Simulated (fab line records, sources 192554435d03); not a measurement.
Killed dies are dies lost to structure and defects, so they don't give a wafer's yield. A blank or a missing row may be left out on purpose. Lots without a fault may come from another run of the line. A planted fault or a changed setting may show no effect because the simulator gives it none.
Chamber matching | flow n5_finfet | N5_BEOL_M5_PRE_CLEAN_77 on cvd_co-01: 3 sister chambers
The step time 15 s. 3 wafers are shown with their chamber, then 12 later ones without.

WAFERS WITH THEIR CHAMBER
wafer  | chamber | heater_power_outer_w (W)
L090.2 | 2       | 18
L090.3 | 0       | 23
L090.4 | 1       | 23

WAFERS WITHOUT THEIR CHAMBER
wafer  | heater_power_outer_w (W)
L091.3 | 23
L091.4 | 22
L091.6 | 18
L092.1 | 23
L092.2 | 22
L092.5 | 19
L094.2 | 23
L094.3 | 23
L094.4 | 18
L096.1 | 23
L096.2 | 23
L096.6 | 18

WHICH CHAMBER EACH WENT THROUGH
wafer  | from the rows above     | in truth
L091.3 | can't be placed: 0 or 1 | 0
L091.4 | can't be placed: 0 or 1 | 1
L091.6 | 2                       | 2
L092.1 | can't be placed: 0 or 1 | 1
L092.2 | can't be placed: 0 or 1 | 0
L092.5 | 2                       | 2
L094.2 | can't be placed: 0 or 1 | 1
L094.3 | can't be placed: 0 or 1 | 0
L094.4 | 2                       | 2
L096.1 | can't be placed: 0 or 1 | 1
L096.2 | can't be placed: 0 or 1 | 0
L096.6 | 2                       | 2
Placed correctly: 4 of 12. Can't be placed from these rows: 8 (the true chamber is among the candidates in 8). Placed wrongly: 0.
How it was worked out, from the rows above alone: a wafer's distance from a chamber is the root of the sum, over the readings, of the square of ((its reading less the chamber's mean) divided by the reading's scatter). The wafer belongs to the nearest chamber; if the next one is less than 2 further off, it can't be placed. A chamber's mean is the mean of its shown wafers. The scatter: with one shown wafer a chamber, the root of the mean of the squares of how far each hidden wafer lies from its nearest shown one.
